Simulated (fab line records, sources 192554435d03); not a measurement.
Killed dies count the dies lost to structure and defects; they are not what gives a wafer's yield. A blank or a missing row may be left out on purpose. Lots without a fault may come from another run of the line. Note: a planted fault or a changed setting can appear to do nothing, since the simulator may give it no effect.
fab line records -- flow n5-finfet -- part 1 of 2: steps 1 to 20 of 27
[record] lots = 5, wafers = 15, last-day = 19
route steps=1938 shown BEOL_M3@954
lots that met no fault: taken from a fault-free run of the same line
start-h: start of the lot's first displayed wafer, in hours after the record's first day -- wait-h: time in hours since the lot's previous step -- " identical to the entry in the row above -- L1.1+2: several wafers, shown together as one row -- - value missing, or start not given -- * or withheld: withheld -- < > ~ a bound
route shown NAME@n: NAME is a module with steps in the file, n the number in the route of the first one -- usual: average and standard deviation across the fault-free wafers -- same: alike in all rows -- chamber/n: place in a boat -- sites: each site's reading -- _std_site: their standard deviation -- _edge_site: the outer-site mean with the inner-site mean subtracted -- radius-mm: for every site, how far away it sits from the centre of the wafer -- mask NAME#n: copy n -- behind: tool/chamber where the wafer was last shaped -- hold: what put the lot on hold/how long, in hours/how the hold closed -- device: transistor that didn't switch, given as n, p or np -- end of line: the tests these same wafers got at the end of their route -- a step without rows: its recipe alone -- killed: dies lost to structure and defects at the first sort, not the wafer's yield -- map: the dies of a wafer, with x for killed, . for not killed, _ for no die there
set.NAME: the setting the step ran with; set.NAME@STEP: the setting that earlier step ran with -- model.NAME: the simulator's own value behind a step, which no gauge read
lots at selected steps of the route; one table per step, one row per wafer
services: the hour from which a tool's chamber was out of use, counted from the record's first day as start-h (under 0 if before that day), plus the number of hours and why
[[steps]]
[step N5_BEOL_M3_HM_OPEN_17]
[recipe] chemistry = Cl2/BCl3, target-depth-a = 200, overetch-a = 60, target = TiN, mask-material = SOC, ion-energy-ev = 150, pressure-mtorr = 10, icp-w = 1000, bias-w = 126, Cl2_flow_sccm = 53.25, bcl3-flow-sccm = 21.75, Ar_flow_sccm = 25
[usual] drypump-motor-current-A = 6.1/0.41, oes_ar_750_au = 0.86/0.1, oes-product-au = 0.73/0.079, throttle-valve-pct = 21.97/0.24
lot.wafer,tool,chamber,start-h,wait-h,drypump-motor-current-A,oes_ar_750_au,oes-product-au,rf-hours-counter-h,throttle-valve-pct
L074.2,rie-metal-01,1,187.64,0.0,6.7,0.62,0.53,123,22.68
L074.3,rie-metal-01,0,187.64,0.0,6.0,0.95,0.79,-,22.01
L074.5,rie-metal-01,1,187.64,0.0,6.7,0.62,0.53,-,22.69
L075.1,rie-metal-03,1,187.98,0.0,5.6,0.71,0.60,75,21.63
L075.5,rie-metal-03,0,187.98,0.0,6.2,0.95,0.77,-,22.01
L075.6,rie-metal-03,1,187.98,0.0,5.6,0.72,0.60,-,21.65
L077.1,rie-metal-02,1,191.17,0.1,5.7,0.88,0.77,11,21.96
L077.4,rie-metal-02,1,191.17,0.1,5.7,0.88,0.79,-,21.95
L077.6,rie-metal-02,1,191.17,0.1,5.7,0.88,0.79,-,21.95
L081.1,rie-metal-02,0,225.48,0.0,6.6,0.96,0.78,4,21.83
L081.2,rie-metal-02,1,225.48,0.0,5.7,0.86,0.75,16,21.97
L081.4,rie-metal-02,1,225.48,0.0,5.7,0.86,0.76,-,21.97
L090.1,rie-metal-03,1,290.56,0.0,5.6,0.69,0.59,85,21.63
L090.2,rie-metal-03,0,290.56,0.0,6.2,0.90,0.74,14,22.01
L090.5,rie-metal-03,1,290.56,0.0,5.6,0.69,0.59,-,21.64
[step N5_BEOL_M3_STRIP_19]
[recipe] chemistry = O2, power-w = 400, temp-c = 40, pressure-mtorr = 30, rf-frequency-hz = 6e+07, bias-power-w = 0, overash-fraction = 0.2, o2-flow-sccm = 225
[usual] drypump-motor-current-A = 5.6/0.47, oes-product-au = 0.79/0.089, rf-vpp-V = 3.6/0.47, showerhead-plenum-p-Torr = 2.12/0.085, throttle-valve-pct = 16.69/0.17
lot.wafer,tool,chamber,start-h,wait-h,drypump-motor-current-A,oes-product-au,rf-hours-counter-h,rf-vpp-V,showerhead-plenum-p-Torr,throttle-valve-pct
L074.2,rie-diel-06,3,187.78,0.1,6.1,0.98,3,3.9,2.14,16.46
L074.3,rie-diel-06,2,187.78,0.1,5.6,0.70,222,3.4,2.06,16.60
L074.5,rie-diel-06,2,187.78,0.1,5.6,0.71,-,3.6,2.06,16.58
L075.1,rie-diel-06,0,188.10,0.1,5.8,0.79,133,3.4,2.07,16.71
L075.5,rie-diel-06,3,188.10,0.1,6.1,0.99,-,3.0,2.14,16.46
L075.6,rie-diel-06,0,188.10,0.1,5.8,0.78,-,3.2,2.07,16.70
L077.1,rie-diel-06,1,191.37,0.2,5.5,0.80,85,4.2,2.21,16.42
L077.4,rie-diel-06,2,191.37,0.2,5.6,0.71,224,3.8,2.06,16.59
L077.6,rie-diel-06,0,191.37,0.2,5.8,0.78,-,3.2,2.07,16.71
L081.1,rie-diel-05,1,225.60,0.1,5.6,0.71,218,3.7,2.13,16.72
L081.2,rie-diel-05,3,225.60,0.1,5.7,0.71,178,3.6,1.99,16.54
L081.4,rie-diel-05,2,225.60,0.1,6.1,0.77,141,3.8,2.19,16.55
L090.1,rie-diel-02,2,290.67,0.1,5.0,0.71,243,3.5,2.16,16.83
L090.2,rie-diel-02,3,290.67,0.1,5.7,0.82,108,4.0,2.01,16.89
L090.5,rie-diel-02,2,290.67,0.1,5.0,0.70,-,4.0,2.16,16.81
[step N5_BEOL_M3_CD_MEAS_18]
[recipe] pitch-nm = 36, target-cd-nm = 18
[usual] cd-nm = 17.9/0.41
lot.wafer,tool,chamber,start-h,wait-h,cd-nm
L074.2,cd-sem-01,-,187.85,0.1,17.7
L074.3,cd-sem-01,-,187.85,0.1,17.5
L074.5,cd-sem-01,-,187.85,0.1,18.0
L075.1,cd-sem-01,-,188.17,0.0,17.4
L075.5,cd-sem-01,-,188.17,0.0,17.9
L075.6,cd-sem-01,-,188.17,0.0,17.7
L077.1,cd-sem-03,-,191.44,0.0,17.6
L077.4,cd-sem-03,-,191.44,0.0,17.9
L077.6,cd-sem-03,-,191.44,0.0,17.8
L081.1,cd-sem-03,-,225.67,0.0,17.7
L081.2,cd-sem-03,-,225.67,0.0,17.0
L081.4,cd-sem-03,-,225.67,0.0,17.6
L090.1,cd-sem-02,-,290.74,0.0,17.2
L090.2,cd-sem-02,-,290.74,0.0,17.5
L090.5,cd-sem-02,-,290.74,0.0,17.7
[step N5_BEOL_M3_COAT_67]
[recipe] resist = SOC, temp-c = 250, time-s = 60, spin-rpm = 1500, resist-thk-nm = 60
lot.wafer,tool,chamber,start-h,wait-h
L074.2+3+5,litho-track-04,0,187.88,0.0
L075.1+5+6,litho-track-04,0,188.21,0.0
L077.1+4+6,litho-track-01,0,191.48,0.0
L081.1+2+4,litho-track-01,0,225.71,0.0
L090.1+2+5,litho-track-04,0,290.78,0.0
[step N5_BEOL_M3_COAT_68]
[recipe] resist = SiARC, temp-c = 220, time-s = 60, spin-rpm = 1500, resist-thk-nm = 12
lot.wafer,tool,chamber,start-h,wait-h
L074.2+3+5,litho-track-04,0,-,-
L075.1+5+6,litho-track-04,0,-,-
L077.1+4+6,litho-track-01,0,-,-
L081.1+2+4,litho-track-01,0,-,-
L090.1+2+5,litho-track-04,0,-,-
[step N5_BEOL_M3_COAT_76]
[recipe] resist = underlayer, temp-c = 205, time-s = 60, spin-rpm = 1500, resist-thk-nm = 5
lot.wafer,tool,chamber,start-h,wait-h
L074.2+3+5,litho-track-04,0,-,-
L075.1+5+6,litho-track-04,0,-,-
L077.1+4+6,litho-track-01,0,-,-
L081.1+2+4,litho-track-01,0,-,-
L090.1+2+5,litho-track-04,0,-,-
[step N5_BEOL_M3_COAT_22]
[recipe] resist = CAR-EUV, spin-rpm = 1500, resist-thk-nm = 30
lot.wafer,tool,chamber,start-h,wait-h
L074.2+3+5,litho-track-04,0,-,-
L075.1+5+6,litho-track-04,0,-,-
L077.1+4+6,litho-track-01,0,-,-
L081.1+2+4,litho-track-01,0,-,-
L090.1+2+5,litho-track-04,0,-,-
[step N5_BEOL_M3_EBR_24]
[recipe] solvent = PGMEA, ebr-width-mm = 1.5
[same] ebr-width-mm = 1.5
lot.wafer,tool,chamber,start-h,wait-h
L074.2+3+5,litho-track-04,0,-,-
L075.1+5+6,litho-track-04,0,-,-
L077.1+4+6,litho-track-01,0,-,-
L081.1+2+4,litho-track-01,0,-,-
L090.1+2+5,litho-track-04,0,-,-
[step N5_BEOL_M3_SOFTBAKE_23]
[recipe] temp-c = 110, time-s = 60, resist = CAR-EUV
lot.wafer,tool,chamber,start-h,wait-h
L074.2+3+5,litho-track-04,0,-,-
L075.1+5+6,litho-track-04,0,-,-
L077.1+4+6,litho-track-01,0,-,-
L081.1+2+4,litho-track-01,0,-,-
L090.1+2+5,litho-track-04,0,-,-
[step N5_BEOL_M3_EXPOSE_25]
[recipe] mask-id = V2, na = 0.33, source-shape = quasar, sigma-inner = 0.2, sigma-outer = 0.8, polarization = unpolarized, defocus-nm = 5, dose-mj = 63
[usual] reticle-temp-C = 22.99/0.11
lot.wafer,tool,chamber,start-h,wait-h,mask,reticle-temp-C
L074.2,euv-scanner-02,0,188.03,-,V2#0,22.97
L074.3,euv-scanner-02,0,188.03,-,V2#0,22.76
L074.5,euv-scanner-02,0,188.03,-,V2#0,22.83
L075.1,euv-scanner-02,0,188.34,-,V2#0,22.98
L075.5,euv-scanner-02,0,188.34,-,V2#0,22.85
L075.6,euv-scanner-02,0,188.34,-,V2#0,22.74
L077.1,euv-scanner-02,0,191.62,-,V2#0,22.94
L077.4,euv-scanner-02,0,191.62,-,V2#0,23.03
L077.6,euv-scanner-02,0,191.62,-,V2#0,22.85
L081.1,euv-scanner-02,0,225.97,-,V2#0,22.86
L081.2,euv-scanner-02,0,225.97,-,V2#0,22.70
L081.4,euv-scanner-02,0,225.97,-,V2#0,22.96
L090.1,euv-scanner-02,0,291.04,-,V2#0,22.86
L090.2,euv-scanner-02,0,291.04,-,V2#0,23.04
L090.5,euv-scanner-02,0,291.04,-,V2#0,23.02
[step N5_BEOL_M3_PEB_26]
[recipe] peb-temp-c = 100, peb-time-s = 60, resist = CAR-EUV
lot.wafer,tool,chamber,start-h,wait-h
L074.2+3+5,litho-track-01,0,188.10,0.1
L075.1+5+6,litho-track-01,0,188.42,0.1
L077.1+4+6,litho-track-04,0,191.70,0.1
L081.1+2+4,litho-track-01,0,226.05,0.1
L090.1+2+5,litho-track-03,0,291.12,0.1
[step N5_BEOL_M3_DEVELOP_27]
[recipe] develop-time-s = 30, developer = TMAH, resist = CAR-EUV, rinse-liquid = surfactant-rinse, dry = air-spin, dev-temp-c = 23
[usual] developer-temp-C = 23.00/0.1
lot.wafer,tool,chamber,start-h,wait-h,developer-temp-C
L074.2,litho-track-01,0,-,-,23.11
L074.3,litho-track-01,0,-,-,23.17
L074.5,litho-track-01,0,-,-,23.12
L075.1,litho-track-01,0,-,-,23.01
L075.5,litho-track-01,0,-,-,23.05
L075.6,litho-track-01,0,-,-,23.07
L077.1,litho-track-04,0,-,-,22.84
L077.4,litho-track-04,0,-,-,23.02
L077.6,litho-track-04,0,-,-,23.05
L081.1,litho-track-01,0,-,-,22.95
L081.2,litho-track-01,0,-,-,22.97
L081.4,litho-track-01,0,-,-,22.91
L090.1,litho-track-03,0,-,-,22.92
L090.2,litho-track-03,0,-,-,22.95
L090.5,litho-track-03,0,-,-,22.83
[step N5_BEOL_M3_CD_MEAS_28]
[recipe] target-cd-nm = 25.7, landing-energy-ev = 500, detector = se-inlens, target-cd-y-nm = 23.3, polarity = opening
[usual] cd-nm = 25.72/0.26
lot.wafer,tool,chamber,start-h,wait-h,cd-nm
L074.2,cd-sem-02,0,188.17,-,25.31
L074.3,cd-sem-02,0,188.17,-,25.66
L074.5,cd-sem-02,0,188.17,-,25.63
L075.1,cd-sem-01,0,188.49,-,25.95
L075.5,cd-sem-01,0,188.49,-,25.42
L075.6,cd-sem-01,0,188.49,-,25.82
L077.1,cd-sem-03,0,191.76,-,25.67
L077.4,cd-sem-03,0,191.76,-,25.57
L077.6,cd-sem-03,0,191.76,-,25.55
L081.1,cd-sem-03,0,226.12,-,25.94
L081.2,cd-sem-03,0,226.12,-,25.84
L081.4,cd-sem-03,0,226.12,-,25.93
L090.1,cd-sem-01,0,291.18,-,25.91
L090.2,cd-sem-01,0,291.18,-,25.64
L090.5,cd-sem-01,0,291.18,-,25.91
[step N5_BEOL_M3_OVL_MEAS_29]
[recipe] points-per-wafer = 522
[usual] V2_OVL = -0.1/0.65
[same] points-per-wafer = 522
lot.wafer,tool,chamber,start-h,wait-h,V2_OVL[nm]
L074.2,overlay-02,0,188.20,0.0,-0.3
L074.3,overlay-02,0,188.20,0.0,0.7
L074.5,overlay-02,0,188.20,0.0,-0.1
L075.1,overlay-01,0,188.52,0.0,-0.4
L075.5,overlay-01,0,188.52,0.0,-0.1
L075.6,overlay-01,0,188.52,0.0,-1.3
L077.1,overlay-01,0,191.80,0.0,-1.3
L077.4,overlay-01,0,191.80,0.0,0.5
L077.6,overlay-01,0,191.80,0.0,0.0
L081.1,overlay-01,0,226.15,0.0,-1.6
L081.2,overlay-01,0,226.15,0.0,-1.4
L081.4,overlay-01,0,226.15,0.0,-1.6
L090.1,overlay-01,0,291.21,0.0,-0.5
L090.2,overlay-01,0,291.21,0.0,-1.5
L090.5,overlay-01,0,291.21,0.0,0.3
[step N5_BEOL_M3_INSPECT_30]
[recipe] mode = adi, inspect-instrument = brightfield
[usual] raw-defect-count = 414/93
lot.wafer,tool,chamber,start-h,wait-h,raw-defect-count
L074.2,defect-inspect-01,-,188.25,0.0,301
L074.3,defect-inspect-01,-,188.25,0.0,430
L074.5,defect-inspect-01,-,188.25,0.0,451
L075.1,defect-inspect-02,-,188.58,0.1,208
L075.5,defect-inspect-02,-,188.58,0.1,333
L075.6,defect-inspect-02,-,188.58,0.1,314
L077.1,defect-inspect-01,-,191.85,0.1,612
L077.4,defect-inspect-01,-,191.85,0.1,372
L077.6,defect-inspect-01,-,191.85,0.1,447
L081.1,defect-inspect-01,-,226.21,0.1,439
L081.2,defect-inspect-01,-,226.21,0.1,401
L081.4,defect-inspect-01,-,226.21,0.1,344
L090.1,defect-inspect-02,-,291.27,0.1,532
L090.2,defect-inspect-02,-,291.27,0.1,435
L090.5,defect-inspect-02,-,291.27,0.1,373
[step N5_BEOL_M3_DESCUM_33]
[recipe] chemistry = O2, time-s = 7, source-power-w = 50, bias-power-w = 20, pressure-mtorr = 20, rf-frequency-hz = 2.712e+07, temp-c = 40, resist = CAR-EUV, o2-flow-sccm = 225
[usual] drypump-motor-current-A = 5.6/0.44, oes-product-au = 0.78/0.086, rf-vpp-V = 243.5/1.5, showerhead-plenum-p-Torr = 2.11/0.085, throttle-valve-pct = 20.43/0.19
lot.wafer,tool,chamber,start-h,wait-h,drypump-motor-current-A,oes-product-au,rf-hours-counter-h,rf-vpp-V,showerhead-plenum-p-Torr,throttle-valve-pct
L074.2,rie-diel-06,2,188.29,0.0,5.6,0.71,222,242.8,2.05,20.32
L074.3,rie-diel-06,3,188.29,0.0,6.1,0.99,3,244.7,2.13,20.27
L074.5,rie-diel-06,2,188.29,0.0,5.6,0.70,-,242.8,2.05,20.34
L075.1,rie-diel-02,1,188.61,0.0,6.4,0.83,79,247.4,2.23,20.45
L075.5,rie-diel-02,3,188.61,0.0,5.7,0.85,-,243.0,2.02,20.59
L075.6,rie-diel-02,0,188.61,0.0,4.8,0.70,-,242.1,1.99,20.95
L077.1,rie-diel-02,3,191.89,0.0,5.7,0.85,77,241.9,2.02,20.61
L077.4,rie-diel-02,2,191.89,0.0,5.0,0.72,214,243.6,2.16,20.48
L077.6,rie-diel-02,1,191.89,0.0,6.4,0.82,-,245.7,2.23,20.45
L081.1,rie-diel-05,1,226.24,0.0,5.6,0.71,218,243.3,2.12,20.38
L081.2,rie-diel-05,0,226.24,0.0,5.0,0.71,190,241.5,2.00,20.67
L081.4,rie-diel-05,2,226.24,0.0,6.1,0.78,141,245.5,2.18,20.30
L090.1,rie-diel-05,3,291.31,0.0,5.7,0.70,193,240.7,1.98,20.27
L090.2,rie-diel-05,1,291.31,0.0,5.6,0.70,233,246.3,2.12,20.40
L090.5,rie-diel-05,3,291.31,0.0,5.7,0.70,-,241.6,1.98,20.27
[step N5_BEOL_M3_ETCH_77]
[recipe] chemistry = N2/H2, target = underlayer, target-depth-a = 65, mask-material = CAR-EUV, time-s = 5.2, ion-energy-ev = 200, pressure-mtorr = 30, source-w = 840, bias-w = 150, n2-flow-sccm = 200, h2-flow-sccm = 200, ends = cleared
[usual] drypump-motor-current-A = 5.7/0.45, etch-rf-on-time-s = 5.25/0.2, n2-flow-sccm = 199.9/0.53, oes-product-au = 0.66/0.078, rf-vpp-V = 524.5/2.9, showerhead-plenum-p-Torr = 2.57/0.095, throttle-valve-pct = 17.92/0.3
lot.wafer,tool,chamber,start-h,wait-h,drypump-motor-current-A,etch-rf-on-time-s,n2-flow-sccm,oes-product-au,rf-hours-counter-h,rf-vpp-V,showerhead-plenum-p-Torr,throttle-valve-pct
L074.2,rie-diel-06,2,188.32,0.0,5.6,5.29,199.7,0.61,222,522.9,2.50,17.81
L074.3,rie-diel-06,3,188.32,0.0,6.1,4.83,199.6,0.87,3,525.4,2.60,17.69
L074.5,rie-diel-06,2,188.32,0.0,5.6,5.32,200.1,0.60,-,521.4,2.50,17.80
L075.1,rie-diel-02,1,188.65,0.0,6.4,5.43,201.1,0.69,79,529.6,2.68,17.62
L075.5,rie-diel-02,3,188.65,0.0,5.7,5.38,200.5,0.70,-,522.5,2.50,18.47
L075.6,rie-diel-02,0,188.65,0.0,4.8,5.03,199.8,0.61,-,520.4,2.38,18.28
L077.1,rie-diel-02,3,191.92,0.0,5.7,5.42,199.3,0.71,77,521.2,2.50,18.49
L077.4,rie-diel-02,2,191.92,0.0,5.1,5.50,200.2,0.59,214,526.1,2.62,17.89
L077.6,rie-diel-02,1,191.92,0.0,6.4,5.54,199.3,0.69,-,525.2,2.68,17.64
L081.1,rie-diel-05,1,226.28,0.0,5.6,5.27,200.2,0.60,218,525.1,2.64,18.15
L081.2,rie-diel-05,0,226.28,0.0,5.0,5.29,199.8,0.61,190,519.6,2.41,17.93
L081.4,rie-diel-05,2,226.28,0.0,6.1,5.08,199.6,0.66,141,524.4,2.68,18.05
L090.1,rie-diel-05,3,291.34,0.0,5.8,5.17,199.7,0.62,193,521.4,2.43,17.84
L090.2,rie-diel-05,1,291.34,0.0,5.6,5.40,199.5,0.58,233,524.4,2.63,18.18
L090.5,rie-diel-05,3,291.34,0.0,5.7,5.15,199.3,0.62,-,521.4,2.43,17.85
[step N5_BEOL_M3_ETCH_69]
[recipe] chemistry = CF4, target = SiARC, target-depth-a = 156, mask-material = CAR-EUV, time-s = 26, ion-energy-ev = 80, pressure-mtorr = 40, source-w = 545, bias-w = 36, Ar_flow_sccm = 100, cf4-flow-sccm = 100, ends = cleared
[usual] drypump-motor-current-A = 5.7/0.45, etch-rf-on-time-s = 26.2/0.96, oes-product-au = 0.67/0.077, rf-vpp-V = 184.4/1.4, showerhead-plenum-p-Torr = 2.16/0.077, throttle-valve-pct = 15.64/0.2
lot.wafer,tool,chamber,start-h,wait-h,drypump-motor-current-A,etch-rf-on-time-s,oes-product-au,rf-hours-counter-h,rf-vpp-V,showerhead-plenum-p-Torr,throttle-valve-pct
L074.2,rie-diel-06,2,188.34,0.0,5.5,27.3,0.59,222,183.6,2.14,15.68
L074.3,rie-diel-06,3,188.34,0.0,6.0,24.6,0.86,3,184.3,2.19,15.39
L074.5,rie-diel-06,2,188.34,0.0,5.5,26.8,0.61,-,183.9,2.14,15.67
L075.1,rie-diel-02,1,188.66,0.0,6.4,27.2,0.69,79,184.6,2.25,15.48
L075.5,rie-diel-02,3,188.66,0.0,5.7,26.9,0.70,-,184.0,2.08,15.83
L075.6,rie-diel-02,0,188.66,0.0,4.8,25.1,0.60,-,181.2,2.01,16.03
L077.1,rie-diel-02,3,191.94,0.0,5.7,27.2,0.70,77,182.6,2.08,15.81
L077.4,rie-diel-02,2,191.94,0.0,5.0,27.1,0.60,214,185.6,2.20,15.66
L077.6,rie-diel-02,1,191.94,0.0,6.4,27.2,0.69,-,185.2,2.25,15.48
L081.1,rie-diel-05,1,226.29,0.0,5.5,25.9,0.61,218,184.4,2.21,15.85
L081.2,rie-diel-05,0,226.29,0.0,5.0,26.5,0.61,190,182.9,2.05,15.77
L081.4,rie-diel-05,2,226.29,0.0,6.1,25.2,0.66,141,185.3,2.25,15.59
L090.1,rie-diel-05,3,291.36,0.0,5.8,26.1,0.62,193,182.9,2.04,15.58
L090.2,rie-diel-05,1,291.36,0.0,5.6,26.6,0.59,233,185.0,2.20,15.88
L090.5,rie-diel-05,3,291.36,0.0,5.8,25.9,0.62,-,183.4,2.04,15.55
[step N5_BEOL_M3_ALD_98]
[recipe] material = SiO2, target-thk-a = 25, temp-c = 100, ald-precursor-family = BDEAS, ald-co-reactant = O2-plasma, pulse-time-s = 1, co-reactant-pulse-time-s = 1, purge-time-s = 2, co-reactant-purge-time-s = 2, ald-cycles = 17, pressure-torr = 2
[usual] heater-power-w = 76/8.8, precursor-pulse-height-rel = 0.998/0.02
[same] co-reactant-purge-time-s = 2
lot.wafer,tool,chamber,start-h,wait-h,heater-power-w,precursor-pulse-height-rel
L074.2,ald-sin-02,2,188.48,0.1,72,0.973
L074.3,ald-sin-02,3,188.48,0.1,73,0.982
L074.5,ald-sin-02,1,188.48,0.1,68,1.001
L075.1,ald-sin-02,0,188.83,0.1,59,0.958
L075.5,ald-sin-02,0,188.83,0.1,57,0.992
L075.6,ald-sin-02,1,188.83,0.1,67,1.013
L077.1,ald-sin-03,1,192.22,0.3,81,1.019
L077.4,ald-sin-03,3,192.22,0.3,84,0.940
L077.6,ald-sin-03,1,192.22,0.3,83,0.992
L081.1,ald-sin-03,3,226.38,0.1,87,0.968
L081.2,ald-sin-03,1,226.38,0.1,82,0.978
L081.4,ald-sin-03,2,226.38,0.1,76,1.024
L090.1,ald-sin-02,0,291.44,0.1,61,1.002
L090.2,ald-sin-02,2,291.44,0.1,72,1.005
L090.5,ald-sin-02,3,291.44,0.1,76,1.004
[step N5_BEOL_M3_ETCHBACK_99]
[recipe] chemistry = CHF3, target = SiO2, target-depth-a = 50, time-s = 10.4, source-w = 215, bias-w = 47, Ar_flow_sccm = 200, CHF3_flow_sccm = 12, ion-energy-ev = 100, pressure-mtorr = 30
[usual] drypump-motor-current-A = 5.6/0.47, oes_ar_750_au = 0.79/0.083, oes-product-au = 0.79/0.089, rf-vpp-V = 245/7.4, showerhead-plenum-p-Torr = 2.18/0.08, throttle-valve-pct = 17.08/0.19
lot.wafer,tool,chamber,start-h,wait-h,drypump-motor-current-A,oes_ar_750_au,oes-product-au,rf-hours-counter-h,rf-vpp-V,showerhead-plenum-p-Torr,throttle-valve-pct
L074.2,rie-diel-06,3,213.96,25.4,6.0,0.95,0.98,13,246,2.21,17.00
L074.3,rie-diel-06,1,213.96,25.4,5.5,0.81,0.80,93,245,2.23,16.68
L074.5,rie-diel-06,2,213.96,25.4,5.5,0.71,0.70,-,237,2.14,17.16
L075.1,rie-diel-05,2,217.48,28.6,6.1,0.78,0.77,137,237,2.27,17.05
L075.5,rie-diel-05,2,217.48,28.6,6.1,0.78,0.77,-,238,2.27,17.04
L075.6,rie-diel-05,0,217.48,28.6,5.0,0.70,0.71,-,248,2.04,17.18
L077.1,rie-diel-05,1,218.47,26.2,5.5,0.72,0.70,215,234,2.23,17.34
L077.4,rie-diel-05,0,218.47,26.2,5.0,0.70,0.71,-,251,2.04,17.17
L077.6,rie-diel-05,2,218.47,26.2,6.1,0.78,0.77,-,238,2.27,17.04
L081.1,rie-diel-05,0,249.71,23.3,5.0,0.69,0.71,193,249,2.04,17.19
L081.2,rie-diel-05,2,249.71,23.3,6.1,0.77,0.77,144,240,2.26,17.06
L081.4,rie-diel-05,1,249.71,23.3,5.6,0.71,0.70,221,235,2.23,17.36
L090.1,rie-diel-02,2,298.88,7.4,5.0,0.68,0.68,245,238,2.19,17.08
L090.2,rie-diel-02,0,298.88,7.4,4.8,0.93,0.95,10,250,2.27,17.09
L090.5,rie-diel-02,1,298.88,7.4,6.4,0.76,0.78,-,249,2.25,16.95
